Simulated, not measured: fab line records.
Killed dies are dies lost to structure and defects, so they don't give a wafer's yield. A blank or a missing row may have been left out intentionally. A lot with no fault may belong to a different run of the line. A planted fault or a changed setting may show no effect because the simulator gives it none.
Check of tool commonality / flow n5Finfet / 11 lots and 33 wafers in the sample

== WHY IT WAS OPENED ==
On 1 of the 11 lots, a flag is raised at N5_PMOS_HMC_CHANNEL_EPI_CD_MEAS_09 on the reading cdNm. No-fault wafers: 236.8 nm, standard deviation 0.87.
Rule: flag the lot when none of its wafers has a number, or when each of its wafers that has one lies beyond 4 standard deviations from that mean. As for the other lots, they are considered sound.

lot=L473; measured=day 1 17:09; on=cdSem-01; cdNm (nm), wafer by wafer=239.5 238.4 238.1; flag=
lot=L474; measured=day 1 23:37; on=cdSem-02; cdNm (nm), wafer by wafer=235.5 235.9 235.9; flag=
lot=L475; measured=day 2 05:19; on=cdSem-02; cdNm (nm), wafer by wafer=236.6 236.1 236.6; flag=
lot=L479; measured=day 3 05:27; on=cdSem-01; cdNm (nm), wafer by wafer=237.9 237.6 236.4; flag=
lot=L481; measured=day 3 17:28; on=cdSem-02; cdNm (nm), wafer by wafer=238.0 236.7 238.1; flag=
lot=L483; measured=day 4 05:19; on=cdSem-01; cdNm (nm), wafer by wafer=235.9 236.0 235.4; flag=
lot=L485; measured=day 4 17:58; on=cdSem-02; cdNm (nm), wafer by wafer=237.0 237.3 236.2; flag=
lot=L491; measured=day 6 05:29; on=cdSem-02; cdNm (nm), wafer by wafer=258.1 300.5 303.9; flag=FLAGGED
lot=L493; measured=day 6 17:14; on=cdSem-02; cdNm (nm), wafer by wafer=236.4 236.0 235.9; flag=
lot=L494; measured=day 6 23:44; on=cdSem-01; cdNm (nm), wafer by wafer=237.2 236.1 237.1; flag=
lot=L495; measured=day 7 06:10; on=cdSem-01; cdNm (nm), wafer by wafer=236.5 238.2 237.4; flag=
The numbers of the flagged lots are 287.5 nm on average: +50.7 nm against the usual, or +58 standard deviations.

== TOOL THAT RAN EACH LOT ==
The record keeps 1 process step preceding the reading, out of 1938 steps on the route. Every cell lists first the tool, next ch and the chambers used by the sampled wafers, and last the start.
lot=L473; flag=; N5_PMOS_HMC_CHANNEL_EPI_EXPOSE_06=arfiScanner-03 ch 0, day 1 17:01
lot=L474; flag=; N5_PMOS_HMC_CHANNEL_EPI_EXPOSE_06=arfiScanner-01 ch 0, day 1 23:30
lot=L475; flag=; N5_PMOS_HMC_CHANNEL_EPI_EXPOSE_06=arfiScanner-02 ch 0, day 2 05:12
lot=L479; flag=; N5_PMOS_HMC_CHANNEL_EPI_EXPOSE_06=arfiScanner-01 ch 0, day 3 05:20
lot=L481; flag=; N5_PMOS_HMC_CHANNEL_EPI_EXPOSE_06=arfiScanner-03 ch 0, day 3 17:20
lot=L483; flag=; N5_PMOS_HMC_CHANNEL_EPI_EXPOSE_06=arfiScanner-02 ch 0, day 4 05:11
lot=L485; flag=; N5_PMOS_HMC_CHANNEL_EPI_EXPOSE_06=arfiScanner-02 ch 0, day 4 17:50
lot=L491; flag=FLAGGED; N5_PMOS_HMC_CHANNEL_EPI_EXPOSE_06=arfiScanner-02 ch 0, day 6 05:22
lot=L493; flag=; N5_PMOS_HMC_CHANNEL_EPI_EXPOSE_06=arfiScanner-03 ch 0, day 6 17:07
lot=L494; flag=; N5_PMOS_HMC_CHANNEL_EPI_EXPOSE_06=arfiScanner-01 ch 0, day 6 23:36
lot=L495; flag=; N5_PMOS_HMC_CHANNEL_EPI_EXPOSE_06=arfiScanner-01 ch 0, day 7 06:03
What the steps here do:
- N5_PMOS_HMC_CHANNEL_EPI_EXPOSE_06: exposes mask PMOS HMC BLK, target cd 240 nm.
- N5_PMOS_HMC_CHANNEL_EPI_CD_MEAS_09: target cd 237.4 nm.

== FLAGGED AGAINST TOTAL, ONE TOOL AT A TIME (gauges that did the reading follow at the end) ==
step=N5_PMOS_HMC_CHANNEL_EPI_EXPOSE_06; tool=arfiScanner-01; lots run=4; flagged=0; share of the flagged lots=none; sound lots run after its first flagged lot=-
step=N5_PMOS_HMC_CHANNEL_EPI_EXPOSE_06; tool=arfiScanner-02; lots run=4; flagged=1; share of the flagged lots=all; sound lots run after its first flagged lot=0
step=N5_PMOS_HMC_CHANNEL_EPI_EXPOSE_06; tool=arfiScanner-03; lots run=3; flagged=0; share of the flagged lots=none; sound lots run after its first flagged lot=-
step=N5_PMOS_HMC_CHANNEL_EPI_CD_MEAS_09; tool=cdSem-01; lots run=5; flagged=0; share of the flagged lots=none; sound lots run after its first flagged lot=-
step=N5_PMOS_HMC_CHANNEL_EPI_CD_MEAS_09; tool=cdSem-02; lots run=6; flagged=1; share of the flagged lots=all; sound lots run after its first flagged lot=1 (L493)

== WHAT IS ALLOWED BY THE TABLE ==
Table rows that saw every flagged lot: 2, namely arfiScanner-02 at N5_PMOS_HMC_CHANNEL_EPI_EXPOSE_06 and cdSem-02 at N5_PMOS_HMC_CHANNEL_EPI_CD_MEAS_09.
- arfiScanner-02 at N5_PMOS_HMC_CHANNEL_EPI_EXPOSE_06: 1 of its 4 lots flagged. Its last sound lot is L485 (day 4 17:50), its first flagged lot L491 (day 6 05:22): a fault that began between those two fits. Its own readings (exposureDoseMJCm2) fall more than 4 standard deviations out on all wafers of the flagged lots.
- cdSem-02 at N5_PMOS_HMC_CHANNEL_EPI_CD_MEAS_09: 1 of its 6 lots flagged. Sound lots followed the first flagged one (L493) on it, something a lasting fault affecting the whole tool could not allow.
What remains is a single tool, arfiScanner-02 at N5_PMOS_HMC_CHANNEL_EPI_EXPOSE_06.

== WHAT THE SIMULATOR PUT IN ==
Process parameters drifting: arfiScanner-02 at N5_PMOS_HMC_CHANNEL_EPI_EXPOSE_06, beginning at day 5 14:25. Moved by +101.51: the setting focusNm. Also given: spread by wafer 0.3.
Shown lots that were struck: L491. The same result came from the rule above.
